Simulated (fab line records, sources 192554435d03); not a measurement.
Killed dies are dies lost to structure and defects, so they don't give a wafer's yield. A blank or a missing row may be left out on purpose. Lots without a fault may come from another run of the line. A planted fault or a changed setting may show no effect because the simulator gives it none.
A sampling plan put to the test | flow n5_finfet | one fab line, 77 faults that these records tell of, each judged on the records of the lots that it struck; 1 more is left out, because the records don't allow judging it
The plan is the line's own looks: the steps of the route at which a gauge or an inspection reads the wafer and doesn't change it. A look can be judged if struck wafers have a number there and the file gives its usual mean and standard deviation on fault-free wafers. Caught: at a look after the fault's first step, the mean of the struck wafers lies 4 or more of those standard deviations (sigma) from the usual mean. On the tool: the same test on the tool's own readings at the fault's steps. Another recipe on the struck wafers, or a record that is blank for them alone, also counts as caught.

THE FAULTS, as the simulator had put them in
1. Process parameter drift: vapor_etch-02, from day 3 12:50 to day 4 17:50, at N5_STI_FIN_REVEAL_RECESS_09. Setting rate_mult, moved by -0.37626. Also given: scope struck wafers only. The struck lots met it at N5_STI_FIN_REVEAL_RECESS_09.
2. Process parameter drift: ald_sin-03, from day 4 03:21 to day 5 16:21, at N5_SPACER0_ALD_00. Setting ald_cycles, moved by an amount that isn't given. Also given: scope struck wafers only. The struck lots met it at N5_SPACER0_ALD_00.
3. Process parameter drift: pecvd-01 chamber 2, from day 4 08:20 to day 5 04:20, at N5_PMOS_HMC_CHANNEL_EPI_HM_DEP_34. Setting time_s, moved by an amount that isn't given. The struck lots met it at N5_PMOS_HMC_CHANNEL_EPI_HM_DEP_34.
4. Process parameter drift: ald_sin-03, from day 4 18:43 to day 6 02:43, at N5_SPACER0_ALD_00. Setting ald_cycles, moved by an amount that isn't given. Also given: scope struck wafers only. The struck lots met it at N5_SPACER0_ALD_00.
5. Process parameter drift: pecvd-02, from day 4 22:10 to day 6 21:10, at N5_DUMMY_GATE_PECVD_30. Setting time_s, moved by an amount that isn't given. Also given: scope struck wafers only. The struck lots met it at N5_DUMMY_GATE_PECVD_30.
6. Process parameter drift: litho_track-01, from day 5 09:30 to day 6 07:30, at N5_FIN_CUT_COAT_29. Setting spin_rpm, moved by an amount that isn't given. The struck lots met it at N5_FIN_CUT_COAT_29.
7. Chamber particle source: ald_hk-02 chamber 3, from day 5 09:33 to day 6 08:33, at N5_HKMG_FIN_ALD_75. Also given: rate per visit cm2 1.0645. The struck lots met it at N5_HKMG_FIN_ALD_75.
8. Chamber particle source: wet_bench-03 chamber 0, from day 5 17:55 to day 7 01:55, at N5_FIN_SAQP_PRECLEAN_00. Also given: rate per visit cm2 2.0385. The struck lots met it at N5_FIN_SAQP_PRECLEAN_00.
9. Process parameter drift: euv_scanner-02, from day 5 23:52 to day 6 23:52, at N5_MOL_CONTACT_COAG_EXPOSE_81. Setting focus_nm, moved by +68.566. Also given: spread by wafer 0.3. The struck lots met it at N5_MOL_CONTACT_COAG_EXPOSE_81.
10. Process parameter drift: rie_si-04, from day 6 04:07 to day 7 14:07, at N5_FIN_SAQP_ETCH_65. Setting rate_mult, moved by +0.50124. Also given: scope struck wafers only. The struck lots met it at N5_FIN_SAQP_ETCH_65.
11. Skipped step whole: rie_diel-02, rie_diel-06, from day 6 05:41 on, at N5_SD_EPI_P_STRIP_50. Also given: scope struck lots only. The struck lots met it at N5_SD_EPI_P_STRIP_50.
12. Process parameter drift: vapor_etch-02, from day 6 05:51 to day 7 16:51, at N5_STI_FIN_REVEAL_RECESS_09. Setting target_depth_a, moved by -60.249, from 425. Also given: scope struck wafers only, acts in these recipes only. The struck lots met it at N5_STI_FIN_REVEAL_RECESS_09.
13. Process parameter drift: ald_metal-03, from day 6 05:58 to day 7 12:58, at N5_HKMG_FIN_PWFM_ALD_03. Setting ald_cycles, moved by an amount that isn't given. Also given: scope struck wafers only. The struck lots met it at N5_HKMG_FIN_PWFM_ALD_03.
14. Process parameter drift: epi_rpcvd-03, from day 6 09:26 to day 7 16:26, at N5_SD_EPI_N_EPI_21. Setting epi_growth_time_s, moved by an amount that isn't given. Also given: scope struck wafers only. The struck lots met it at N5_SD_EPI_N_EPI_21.
15. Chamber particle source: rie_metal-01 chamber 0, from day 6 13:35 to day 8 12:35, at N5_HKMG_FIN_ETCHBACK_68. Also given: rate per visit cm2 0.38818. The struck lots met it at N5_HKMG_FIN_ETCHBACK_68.
16. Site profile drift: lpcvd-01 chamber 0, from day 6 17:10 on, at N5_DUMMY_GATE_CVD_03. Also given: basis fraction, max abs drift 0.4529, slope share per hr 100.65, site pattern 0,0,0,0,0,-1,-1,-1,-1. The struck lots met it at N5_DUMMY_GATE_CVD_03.
17. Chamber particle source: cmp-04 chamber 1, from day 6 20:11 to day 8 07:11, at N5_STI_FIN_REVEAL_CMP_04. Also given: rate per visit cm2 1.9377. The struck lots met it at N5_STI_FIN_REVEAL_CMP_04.
18. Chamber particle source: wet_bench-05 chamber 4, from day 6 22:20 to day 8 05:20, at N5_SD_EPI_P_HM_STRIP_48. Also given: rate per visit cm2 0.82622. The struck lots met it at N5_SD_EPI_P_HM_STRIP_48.
19. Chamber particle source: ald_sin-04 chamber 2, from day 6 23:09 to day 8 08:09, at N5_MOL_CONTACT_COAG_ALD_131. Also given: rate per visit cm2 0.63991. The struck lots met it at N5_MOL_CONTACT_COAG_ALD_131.
20. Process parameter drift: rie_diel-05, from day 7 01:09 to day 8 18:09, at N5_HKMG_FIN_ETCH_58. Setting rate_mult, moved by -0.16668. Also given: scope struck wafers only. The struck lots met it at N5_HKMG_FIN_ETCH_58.
21. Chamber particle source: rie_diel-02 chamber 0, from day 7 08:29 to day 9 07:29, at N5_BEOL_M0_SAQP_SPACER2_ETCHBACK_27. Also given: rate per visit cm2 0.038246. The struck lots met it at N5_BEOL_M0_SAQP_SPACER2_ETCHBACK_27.
22. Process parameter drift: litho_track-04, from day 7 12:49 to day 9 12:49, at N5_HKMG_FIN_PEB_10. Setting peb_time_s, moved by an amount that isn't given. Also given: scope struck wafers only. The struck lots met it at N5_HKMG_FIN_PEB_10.
23. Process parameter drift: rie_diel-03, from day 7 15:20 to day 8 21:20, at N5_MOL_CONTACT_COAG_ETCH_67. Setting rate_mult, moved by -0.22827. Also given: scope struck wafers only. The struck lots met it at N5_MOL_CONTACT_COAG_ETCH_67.
24. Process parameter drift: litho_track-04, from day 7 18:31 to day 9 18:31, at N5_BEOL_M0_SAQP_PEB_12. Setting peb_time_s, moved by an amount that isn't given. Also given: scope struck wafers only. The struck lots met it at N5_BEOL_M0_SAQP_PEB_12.
25. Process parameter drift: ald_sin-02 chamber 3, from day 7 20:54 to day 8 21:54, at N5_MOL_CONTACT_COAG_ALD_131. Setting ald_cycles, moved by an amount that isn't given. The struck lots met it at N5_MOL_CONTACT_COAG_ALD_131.
26. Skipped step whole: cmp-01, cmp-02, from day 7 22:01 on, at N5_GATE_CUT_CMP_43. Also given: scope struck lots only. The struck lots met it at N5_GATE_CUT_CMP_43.
27. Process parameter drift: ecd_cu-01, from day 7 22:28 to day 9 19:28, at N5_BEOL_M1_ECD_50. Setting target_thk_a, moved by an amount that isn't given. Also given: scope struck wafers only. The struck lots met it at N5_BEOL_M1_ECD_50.
28. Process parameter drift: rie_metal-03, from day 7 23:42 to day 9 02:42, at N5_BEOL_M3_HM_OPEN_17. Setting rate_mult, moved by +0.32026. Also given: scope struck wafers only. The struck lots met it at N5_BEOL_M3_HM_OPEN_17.
29. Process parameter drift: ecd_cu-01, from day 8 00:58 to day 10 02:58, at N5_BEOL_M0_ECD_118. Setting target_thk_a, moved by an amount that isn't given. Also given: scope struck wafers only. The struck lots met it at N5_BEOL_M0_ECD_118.
30. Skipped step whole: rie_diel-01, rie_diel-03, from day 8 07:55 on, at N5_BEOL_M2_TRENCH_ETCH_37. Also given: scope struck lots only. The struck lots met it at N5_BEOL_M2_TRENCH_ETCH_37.
31. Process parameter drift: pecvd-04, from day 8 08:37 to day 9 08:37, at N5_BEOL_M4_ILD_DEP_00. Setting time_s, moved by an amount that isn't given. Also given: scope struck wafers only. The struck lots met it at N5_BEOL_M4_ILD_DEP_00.
32. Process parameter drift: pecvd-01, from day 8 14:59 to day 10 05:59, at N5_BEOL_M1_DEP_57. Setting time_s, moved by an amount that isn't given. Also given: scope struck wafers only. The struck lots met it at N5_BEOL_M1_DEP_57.
33. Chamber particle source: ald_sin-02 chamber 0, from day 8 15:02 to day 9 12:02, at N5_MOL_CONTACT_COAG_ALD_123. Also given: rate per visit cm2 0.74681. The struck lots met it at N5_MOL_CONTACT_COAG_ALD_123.
34. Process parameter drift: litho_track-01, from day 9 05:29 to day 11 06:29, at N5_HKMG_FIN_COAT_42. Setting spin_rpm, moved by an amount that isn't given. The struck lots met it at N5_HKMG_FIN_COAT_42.
35. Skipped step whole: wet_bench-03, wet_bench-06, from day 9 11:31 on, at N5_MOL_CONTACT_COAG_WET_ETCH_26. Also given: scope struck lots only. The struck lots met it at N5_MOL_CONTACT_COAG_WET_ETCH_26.
36. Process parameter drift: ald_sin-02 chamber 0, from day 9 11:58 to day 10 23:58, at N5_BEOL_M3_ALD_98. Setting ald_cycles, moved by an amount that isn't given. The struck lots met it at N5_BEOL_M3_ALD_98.
37. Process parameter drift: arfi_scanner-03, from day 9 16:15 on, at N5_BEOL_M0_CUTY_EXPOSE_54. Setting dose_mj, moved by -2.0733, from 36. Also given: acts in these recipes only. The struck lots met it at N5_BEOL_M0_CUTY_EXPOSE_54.
38. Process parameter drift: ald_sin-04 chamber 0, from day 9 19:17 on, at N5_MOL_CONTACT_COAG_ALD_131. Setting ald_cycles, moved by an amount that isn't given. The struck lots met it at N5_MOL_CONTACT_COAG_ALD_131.
39. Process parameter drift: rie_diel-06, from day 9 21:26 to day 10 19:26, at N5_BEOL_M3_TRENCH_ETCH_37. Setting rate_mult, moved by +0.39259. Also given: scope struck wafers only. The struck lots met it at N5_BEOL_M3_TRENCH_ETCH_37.
40. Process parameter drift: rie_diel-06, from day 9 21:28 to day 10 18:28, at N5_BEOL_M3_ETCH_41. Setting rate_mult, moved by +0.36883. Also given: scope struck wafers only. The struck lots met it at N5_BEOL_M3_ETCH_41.
41. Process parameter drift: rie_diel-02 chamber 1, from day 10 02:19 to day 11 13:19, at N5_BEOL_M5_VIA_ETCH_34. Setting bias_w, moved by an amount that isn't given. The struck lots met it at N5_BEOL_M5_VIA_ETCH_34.
42. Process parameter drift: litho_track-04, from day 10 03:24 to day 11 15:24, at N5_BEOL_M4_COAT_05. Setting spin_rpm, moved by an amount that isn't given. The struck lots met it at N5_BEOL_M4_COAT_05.
43. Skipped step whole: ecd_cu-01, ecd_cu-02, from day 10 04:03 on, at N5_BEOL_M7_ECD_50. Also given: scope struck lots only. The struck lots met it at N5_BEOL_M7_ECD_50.
44. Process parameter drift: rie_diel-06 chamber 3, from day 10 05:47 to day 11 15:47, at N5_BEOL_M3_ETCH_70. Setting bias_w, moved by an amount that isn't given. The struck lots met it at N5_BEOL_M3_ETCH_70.
45. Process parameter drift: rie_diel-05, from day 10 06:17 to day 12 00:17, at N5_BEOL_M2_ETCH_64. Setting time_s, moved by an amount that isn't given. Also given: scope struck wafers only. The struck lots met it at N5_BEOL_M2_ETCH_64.
46. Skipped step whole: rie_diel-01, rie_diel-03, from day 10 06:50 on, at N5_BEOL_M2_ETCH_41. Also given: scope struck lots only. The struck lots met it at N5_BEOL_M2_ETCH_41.
47. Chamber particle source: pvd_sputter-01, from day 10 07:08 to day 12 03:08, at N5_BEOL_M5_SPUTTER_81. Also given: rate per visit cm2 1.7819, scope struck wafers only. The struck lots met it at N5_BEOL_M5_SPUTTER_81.
48. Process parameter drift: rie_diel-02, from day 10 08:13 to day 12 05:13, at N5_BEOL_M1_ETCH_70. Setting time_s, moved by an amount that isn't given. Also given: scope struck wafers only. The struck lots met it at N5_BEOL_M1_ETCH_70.
49. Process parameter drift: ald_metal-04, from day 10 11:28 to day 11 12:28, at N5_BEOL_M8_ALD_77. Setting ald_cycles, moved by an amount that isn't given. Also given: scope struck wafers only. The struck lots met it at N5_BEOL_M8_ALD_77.
50. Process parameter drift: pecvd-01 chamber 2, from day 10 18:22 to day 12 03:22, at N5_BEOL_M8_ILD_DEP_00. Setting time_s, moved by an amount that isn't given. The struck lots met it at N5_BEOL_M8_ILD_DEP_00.
51. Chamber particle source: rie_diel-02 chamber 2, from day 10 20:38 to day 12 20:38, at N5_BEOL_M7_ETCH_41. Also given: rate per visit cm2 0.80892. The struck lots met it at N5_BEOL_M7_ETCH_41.
52. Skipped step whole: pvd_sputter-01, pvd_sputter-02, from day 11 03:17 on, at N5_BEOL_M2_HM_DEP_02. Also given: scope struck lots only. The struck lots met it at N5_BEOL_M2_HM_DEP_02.
53. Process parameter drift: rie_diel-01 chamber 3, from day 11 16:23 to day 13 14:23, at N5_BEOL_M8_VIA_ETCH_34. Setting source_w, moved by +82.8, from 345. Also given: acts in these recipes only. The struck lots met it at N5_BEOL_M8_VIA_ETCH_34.
54. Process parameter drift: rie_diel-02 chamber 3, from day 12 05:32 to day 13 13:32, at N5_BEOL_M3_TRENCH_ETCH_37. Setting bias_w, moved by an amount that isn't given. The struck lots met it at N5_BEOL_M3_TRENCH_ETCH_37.
55. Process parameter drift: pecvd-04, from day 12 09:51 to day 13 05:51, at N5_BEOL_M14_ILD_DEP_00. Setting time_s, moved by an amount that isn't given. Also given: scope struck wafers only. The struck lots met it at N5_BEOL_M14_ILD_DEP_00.
56. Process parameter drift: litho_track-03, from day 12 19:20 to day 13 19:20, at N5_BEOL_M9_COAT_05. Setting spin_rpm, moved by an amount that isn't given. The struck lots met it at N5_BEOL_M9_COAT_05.
57. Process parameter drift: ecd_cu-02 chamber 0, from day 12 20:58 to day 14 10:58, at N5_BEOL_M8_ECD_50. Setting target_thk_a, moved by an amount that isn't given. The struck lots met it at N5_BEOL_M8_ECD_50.
58. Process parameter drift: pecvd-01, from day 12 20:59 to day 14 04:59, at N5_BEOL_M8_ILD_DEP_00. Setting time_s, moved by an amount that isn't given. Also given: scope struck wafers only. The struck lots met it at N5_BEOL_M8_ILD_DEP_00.
59. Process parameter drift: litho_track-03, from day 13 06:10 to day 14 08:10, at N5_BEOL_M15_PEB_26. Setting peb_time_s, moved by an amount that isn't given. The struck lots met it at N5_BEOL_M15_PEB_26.
60. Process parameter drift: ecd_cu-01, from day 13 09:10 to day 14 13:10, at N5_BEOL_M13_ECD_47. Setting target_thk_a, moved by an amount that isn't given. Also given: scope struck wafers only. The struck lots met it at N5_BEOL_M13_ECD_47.
61. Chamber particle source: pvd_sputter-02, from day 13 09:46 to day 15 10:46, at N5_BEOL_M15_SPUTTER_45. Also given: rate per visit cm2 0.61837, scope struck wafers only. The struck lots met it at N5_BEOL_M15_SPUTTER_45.
62. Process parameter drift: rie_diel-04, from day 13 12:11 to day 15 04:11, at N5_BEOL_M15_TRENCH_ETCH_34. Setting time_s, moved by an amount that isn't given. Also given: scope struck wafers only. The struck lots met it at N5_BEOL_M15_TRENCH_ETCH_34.
63. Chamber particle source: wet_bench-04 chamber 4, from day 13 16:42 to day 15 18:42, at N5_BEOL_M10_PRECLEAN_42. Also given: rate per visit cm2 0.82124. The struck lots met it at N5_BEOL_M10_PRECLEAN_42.
64. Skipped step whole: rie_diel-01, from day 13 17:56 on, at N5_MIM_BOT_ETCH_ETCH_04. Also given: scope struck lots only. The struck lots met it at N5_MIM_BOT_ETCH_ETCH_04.
65. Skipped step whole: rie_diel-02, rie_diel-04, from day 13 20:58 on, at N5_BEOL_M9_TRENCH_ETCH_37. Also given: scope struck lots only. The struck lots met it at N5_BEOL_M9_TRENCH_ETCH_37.
66. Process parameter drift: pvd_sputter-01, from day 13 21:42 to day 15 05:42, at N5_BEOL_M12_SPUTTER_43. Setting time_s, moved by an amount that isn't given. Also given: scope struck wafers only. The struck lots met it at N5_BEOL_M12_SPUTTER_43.
67. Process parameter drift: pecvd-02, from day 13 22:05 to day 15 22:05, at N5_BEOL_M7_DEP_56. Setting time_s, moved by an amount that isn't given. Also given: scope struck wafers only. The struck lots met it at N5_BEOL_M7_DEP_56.
68. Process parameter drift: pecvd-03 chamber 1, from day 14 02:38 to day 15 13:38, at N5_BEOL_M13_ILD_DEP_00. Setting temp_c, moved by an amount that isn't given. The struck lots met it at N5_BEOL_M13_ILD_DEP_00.
69. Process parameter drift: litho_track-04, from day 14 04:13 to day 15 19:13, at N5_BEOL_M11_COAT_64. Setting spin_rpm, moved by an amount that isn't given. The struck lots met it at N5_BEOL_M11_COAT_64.
70. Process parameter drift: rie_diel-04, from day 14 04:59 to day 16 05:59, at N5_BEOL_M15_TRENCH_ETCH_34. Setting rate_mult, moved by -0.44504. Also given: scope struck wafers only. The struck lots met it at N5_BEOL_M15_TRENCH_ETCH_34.
71. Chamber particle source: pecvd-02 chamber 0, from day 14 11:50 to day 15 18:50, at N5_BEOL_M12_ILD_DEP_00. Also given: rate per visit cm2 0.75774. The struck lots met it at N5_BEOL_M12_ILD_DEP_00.
72. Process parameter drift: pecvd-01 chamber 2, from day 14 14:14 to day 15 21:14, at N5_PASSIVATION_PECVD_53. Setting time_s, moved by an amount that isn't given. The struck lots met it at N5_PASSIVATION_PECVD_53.
73. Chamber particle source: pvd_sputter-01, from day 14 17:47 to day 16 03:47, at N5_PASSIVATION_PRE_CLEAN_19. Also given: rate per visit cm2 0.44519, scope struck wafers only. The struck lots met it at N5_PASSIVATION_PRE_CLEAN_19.
74. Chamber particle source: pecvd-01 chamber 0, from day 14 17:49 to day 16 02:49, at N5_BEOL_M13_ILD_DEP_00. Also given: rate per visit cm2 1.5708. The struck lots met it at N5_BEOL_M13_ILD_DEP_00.
75. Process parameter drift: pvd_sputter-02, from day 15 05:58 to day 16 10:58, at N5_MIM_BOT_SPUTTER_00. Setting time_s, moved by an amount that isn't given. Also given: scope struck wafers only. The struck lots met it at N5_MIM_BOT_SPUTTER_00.
76. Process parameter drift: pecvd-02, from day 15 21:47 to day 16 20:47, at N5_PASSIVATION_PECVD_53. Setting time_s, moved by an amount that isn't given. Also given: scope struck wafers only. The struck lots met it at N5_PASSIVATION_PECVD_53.
77. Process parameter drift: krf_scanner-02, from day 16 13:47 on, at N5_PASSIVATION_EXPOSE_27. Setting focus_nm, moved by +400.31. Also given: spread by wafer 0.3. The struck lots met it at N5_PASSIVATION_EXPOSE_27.

WHAT THE PLAN SAW
fault | on the tool itself                               | first look that catches it                      | reading, sigma                                          | median hours from its first step to that look | hours from the fault's start to the first struck lot there | judged looks passed uncaught
1     | under 2 sigma                                    | N5_STI_FIN_REVEAL_FIN_H_MEAS_10                 | trench_depth_nm -19                                     | 2.7                                           | 12                                                         | 0
2     | under 2 sigma                                    | no look after it can be judged                  | -                                                       | -                                             | -                                                          | 0
3     | under 2 sigma                                    | none of the 3 looks that can be judged after it | -                                                       | -                                             | -                                                          | 3
4     | under 2 sigma                                    | none of the 4 looks that can be judged after it | -                                                       | -                                             | -                                                          | 4
5     | no reading that can be judged                    | no look after it can be judged                  | -                                                       | -                                             | -                                                          | 0
6     | spin_speed_rpm +99 or beyond sigma               | no look after it can be judged                  | -                                                       | -                                             | -                                                          | 0
7     | under 2 sigma                                    | not the one look that can be judged after it    | -                                                       | -                                             | -                                                          | 1
8     | under 2 sigma                                    | N5_FIN_SAQP_INSPECT_18                          | raw_defect_count +11                                    | 1.3                                           | 5                                                          | 0
9     | exposure_dose_mJ_cm2 +8.5 sigma                  | N5_MOL_CONTACT_COAG_CD_MEAS_84                  | cd_nm -15                                               | 0.1                                           | 9                                                          | 0
10    | oes_product_au +15 sigma                         | no look after it can be judged                  | -                                                       | -                                             | -                                                          | 0
11    | no reading that can be judged                    | N5_SD_EPI_P_INSPECT_26                          | raw_defect_count +32                                    | 4.5                                           | 9                                                          | 0
12    | under 2 sigma                                    | N5_STI_FIN_REVEAL_FIN_H_MEAS_10                 | trench_depth_nm -8.2                                    | 1.6                                           | 15                                                         | 1
13    | under 2 sigma                                    | no look after it can be judged                  | -                                                       | -                                             | -                                                          | 0
14    | under 2 sigma                                    | N5_SD_EPI_N_EPI_MEAS_23                         | thk_nm -5.1                                             | 1.7                                           | 12                                                         | 0
15    | under 2 sigma                                    | none of the 2 looks that can be judged after it | -                                                       | -                                             | -                                                          | 2
16    | under 2 sigma                                    | N5_DUMMY_GATE_THK_MEAS_05                       | thk_nm -27                                              | 4.0                                           | 0                                                          | 0
17    | under 2 sigma                                    | N5_STI_FIN_REVEAL_INSPECT_13                    | raw_defect_count +99 or beyond                          | 3.7                                           | 7                                                          | 0
18    | under 2 sigma                                    | N5_SD_EPI_P_INSPECT_26                          | raw_defect_count +14                                    | 0.1                                           | 13                                                         | 0
19    | under 2 sigma                                    | N5_MOL_CONTACT_COAG_INSPECT_42                  | raw_defect_count +5.6                                   | 1.1                                           | 21                                                         | 0
20    | under 2 sigma                                    | no look after it can be judged                  | -                                                       | -                                             | -                                                          | 0
21    | under 2 sigma                                    | N5_BEOL_M0_CUTY_INSPECT_59                      | raw_defect_count +18                                    | 2.2                                           | 7                                                          | 0
22    | no reading that can be judged                    | N5_HKMG_FIN_CD_MEAS_12                          | cd_nm -11                                               | 0.1                                           | 2                                                          | 0
23    | under 2 sigma                                    | not the one look that can be judged after it    | -                                                       | -                                             | -                                                          | 1
24    | under 2 sigma                                    | N5_BEOL_M0_SAQP_CD_MEAS_14                      | cd_nm -9.6                                              | 0.1                                           | 8                                                          | 0
25    | under 2 sigma                                    | no look after it can be judged                  | -                                                       | -                                             | -                                                          | 0
26    | no reading that can be judged                    | no look after it can be judged                  | -                                                       | -                                             | -                                                          | 0
27    | no reading that can be judged                    | none of the 2 looks that can be judged after it | -                                                       | -                                             | -                                                          | 2
28    | under 2 sigma                                    | not the one look that can be judged after it    | -                                                       | -                                             | -                                                          | 1
29    | no reading that can be judged                    | not the one look that can be judged after it    | -                                                       | -                                             | -                                                          | 1
30    | the tool's record is blank for the struck wafers | N5_BEOL_M2_OCD_MEAS_38                          | trench_depth_nm -51                                     | 0.2                                           | 0                                                          | 0
31    | under 2 sigma                                    | N5_BEOL_M4_THK_MEAS_01                          | M4_ILD_THK -16                                          | 0.1                                           | 2                                                          | 0
32    | under 2 sigma                                    | none of the 2 looks that can be judged after it | -                                                       | -                                             | -                                                          | 2
33    | under 2 sigma                                    | N5_MOL_CONTACT_COAG_INSPECT_57                  | raw_defect_count +7.5                                   | 0.9                                           | 7                                                          | 0
34    | spin_speed_rpm +99 or beyond sigma               | none of the 3 looks that can be judged after it | -                                                       | -                                             | -                                                          | 3
35    | no reading that can be judged                    | no look after it can be judged                  | -                                                       | -                                             | -                                                          | 0
36    | under 2 sigma                                    | not the one look that can be judged after it    | -                                                       | -                                             | -                                                          | 1
37    | exposure_dose_mJ_cm2 -52 sigma                   | none of the 2 looks that can be judged after it | strongest: cd_nm at N5_BEOL_M0_CUTY_CD_MEAS_57, +3.0    | -                                             | -                                                          | 2
38    | under 2 sigma                                    | no look after it can be judged                  | -                                                       | -                                             | -                                                          | 0
39    | only faintly: oes_product_au +2.9 sigma          | N5_BEOL_M3_OCD_MEAS_38                          | trench_depth_nm +24                                     | 0.2                                           | 15                                                         | 0
40    | under 2 sigma                                    | not the one look that can be judged after it    | -                                                       | -                                             | -                                                          | 1
41    | bias_w -42 sigma                                 | no look after it can be judged                  | -                                                       | -                                             | -                                                          | 0
42    | spin_speed_rpm +99 or beyond sigma               | not the one look that can be judged after it    | -                                                       | -                                             | -                                                          | 1
43    | no reading that can be judged                    | no look after it can be judged                  | -                                                       | -                                             | -                                                          | 0
44    | bias_w +99 or beyond sigma                       | not the one look that can be judged after it    | -                                                       | -                                             | -                                                          | 1
45    | under 2 sigma                                    | not the one look that can be judged after it    | -                                                       | -                                             | -                                                          | 1
46    | the tool's record is blank for the struck wafers | no look after it can be judged                  | -                                                       | -                                             | -                                                          | 0
47    | under 2 sigma                                    | none of the 2 looks that can be judged after it | -                                                       | -                                             | -                                                          | 2
48    | run_length_s -14 sigma                           | not the one look that can be judged after it    | -                                                       | -                                             | -                                                          | 1
49    | under 2 sigma                                    | no look after it can be judged                  | -                                                       | -                                             | -                                                          | 0
50    | under 2 sigma                                    | not the one look that can be judged after it    | strongest: M8_ILD_THK at N5_BEOL_M8_THK_MEAS_01, -3.7   | -                                             | -                                                          | 1
51    | under 2 sigma                                    | not the one look that can be judged after it    | -                                                       | -                                             | -                                                          | 1
52    | the tool's record is blank for the struck wafers | no look after it can be judged                  | -                                                       | -                                             | -                                                          | 0
53    | rf_fwd_power_W +60 sigma                         | no look after it can be judged                  | -                                                       | -                                             | -                                                          | 0
54    | bias_w -82 sigma                                 | N5_BEOL_M3_OCD_MEAS_38                          | trench_depth_nm -4.0                                    | 0.2                                           | 12                                                         | 0
55    | run_length_s +99 or beyond sigma                 | N5_BEOL_M14_THK_MEAS_01                         | M14_ILD_THK +55                                         | 0.2                                           | 5                                                          | 0
56    | spin_speed_rpm +56 sigma                         | none of the 3 looks that can be judged after it | -                                                       | -                                             | -                                                          | 3
57    | no reading that can be judged                    | no look after it can be judged                  | -                                                       | -                                             | -                                                          | 0
58    | under 2 sigma                                    | N5_BEOL_M8_THK_MEAS_01                          | M8_ILD_THK +58                                          | 0.9                                           | 7                                                          | 0
59    | no reading that can be judged                    | not the one look that can be judged after it    | strongest: cd_nm at N5_BEOL_M15_CD_MEAS_28, +3.4        | -                                             | -                                                          | 1
60    | no reading that can be judged                    | no look after it can be judged                  | -                                                       | -                                             | -                                                          | 0
61    | under 2 sigma                                    | no look after it can be judged                  | -                                                       | -                                             | -                                                          | 0
62    | under 2 sigma                                    | N5_BEOL_M15_THK_MEAS_50                         | M15_THK +7.7                                            | 3.0                                           | 14                                                         | 0
63    | no reading that can be judged                    | no look after it can be judged                  | -                                                       | -                                             | -                                                          | 0
64    | the tool's record is blank for the struck wafers | no look after it can be judged                  | -                                                       | -                                             | -                                                          | 0
65    | the tool's record is blank for the struck wafers | N5_BEOL_M9_OCD_MEAS_38                          | trench_depth_nm -65                                     | 0.2                                           | 0                                                          | 0
66    | under 2 sigma                                    | none of the 2 looks that can be judged after it | -                                                       | -                                             | -                                                          | 2
67    | under 2 sigma                                    | not the one look that can be judged after it    | -                                                       | -                                             | -                                                          | 1
68    | susceptor_temp_C -57 sigma                       | none of the 2 looks that can be judged after it | strongest: M13_ILD_THK at N5_BEOL_M13_THK_MEAS_01, +3.4 | -                                             | -                                                          | 2
69    | spin_speed_rpm -99 or beyond sigma               | not the one look that can be judged after it    | -                                                       | -                                             | -                                                          | 1
70    | only faintly: oes_product_au -2.2 sigma          | N5_BEOL_M15_THK_MEAS_50                         | M15_THK -30                                             | 3.5                                           | 36                                                         | 0
71    | under 2 sigma                                    | no look after it can be judged                  | -                                                       | -                                             | -                                                          | 0
72    | run_length_s -99 or beyond sigma                 | no look after it can be judged                  | -                                                       | -                                             | -                                                          | 0
73    | under 2 sigma                                    | no look after it can be judged                  | -                                                       | -                                             | -                                                          | 0
74    | under 2 sigma                                    | no look after it can be judged                  | -                                                       | -                                             | -                                                          | 0
75    | under 2 sigma                                    | no look after it can be judged                  | -                                                       | -                                             | -                                                          | 0
76    | run_length_s +99 or beyond sigma                 | no look after it can be judged                  | -                                                       | -                                             | -                                                          | 0
77    | no reading that can be judged                    | N5_PASSIVATION_CD_MEAS_30                       | cd_nm +8.0                                              | 0.2                                           | 2                                                          | 0
A dash: the fault isn't caught, or these records don't give the number.

Caught at a look: 24 of 77. Caught on the tool: 22 of 77. By one or the other: 41 of 77.
Caught on the tool alone: faults 6, 10, 34, 37, 41, 42, 44, 46, 48, 52, 53, 56, 64, 68, 69, 72, 76.
Caught at a look alone: faults 1, 8, 11, 12, 14, 16, 17, 18, 19, 21, 22, 24, 31, 33, 39, 58, 62, 70, 77.
Caught by neither: faults 2, 3, 4, 5, 7, 13, 15, 20, 23, 25, 26, 27, 28, 29, 32, 35, 36, 38, 40, 43, 45, 47, 49, 50, 51, 57, 59, 60, 61, 63, 66, 67, 71, 73, 74, 75.

THINNER SAMPLING
If the look that catches a fault measured only every second or every third lot, by lot number, the first struck lot would be measured this late in the worst case:
fault | struck lots at that look, in order of time | every lot | every second lot | every third lot
1     | L395, L397                                 | 12 h      | may miss all 2   | may miss all 2
8     | L803, L806                                 | 5 h       | 22 h             | may miss all 2
9     | L193, L194                                 | 9 h       | 12 h             | may miss all 2
11    | L663, L664                                 | 9 h       | 11 h             | may miss all 2
12    | L560, L561, L563                           | 15 h      | 21 h             | may miss all 3
14    | L285                                       | 12 h      | may miss it      | may miss it
16    | L761, L764, L766                           | 0 h       | 20 h             | may miss all 3
17    | L661                                       | 7 h       | may miss it      | may miss it
18    | L572                                       | 13 h      | may miss it      | may miss it
19    | L474, L475                                 | 21 h      | 26 h             | may miss all 2
21    | L209, L211                                 | 7 h       | may miss all 2   | may miss all 2
22    | L196, L203                                 | 2 h       | 46 h             | may miss all 2
24    | L865, L869                                 | 8 h       | may miss all 2   | may miss all 2
30    | L607, L609, L610                           | 0 h       | 16 h             | may miss all 3
31    | L476, L478                                 | 2 h       | may miss all 2   | may miss all 2
33    | L593, L595                                 | 7 h       | may miss all 2   | may miss all 2
39    | L356                                       | 15 h      | may miss it      | may miss it
54    | L592                                       | 12 h      | may miss it      | may miss it
55    | L450, L451                                 | 5 h       | 10 h             | may miss all 2
58    | L134, L135                                 | 7 h       | 29 h             | may miss all 2
62    | L816, L817                                 | 14 h      | 27 h             | may miss all 2
65    | L850, L853, L852                           | 0 h       | 10 h             | may miss all 3
70    | L248                                       | 36 h      | may miss it      | may miss it
77    | L688                                       | 2 h       | may miss it      | may miss it
Hours are from the fault's start to the first struck lot that is measured. The limit of 4 sigma was tested on all struck wafers together, so one lot alone may lie under it. Other struck lots may not be in these records.

THE LONGEST TIMED WAY FROM STEP TO LOOK
Fault 11: a median of 4.5 hours passes between N5_SD_EPI_P_STRIP_50 and N5_SD_EPI_P_INSPECT_26. No look between them can be judged.
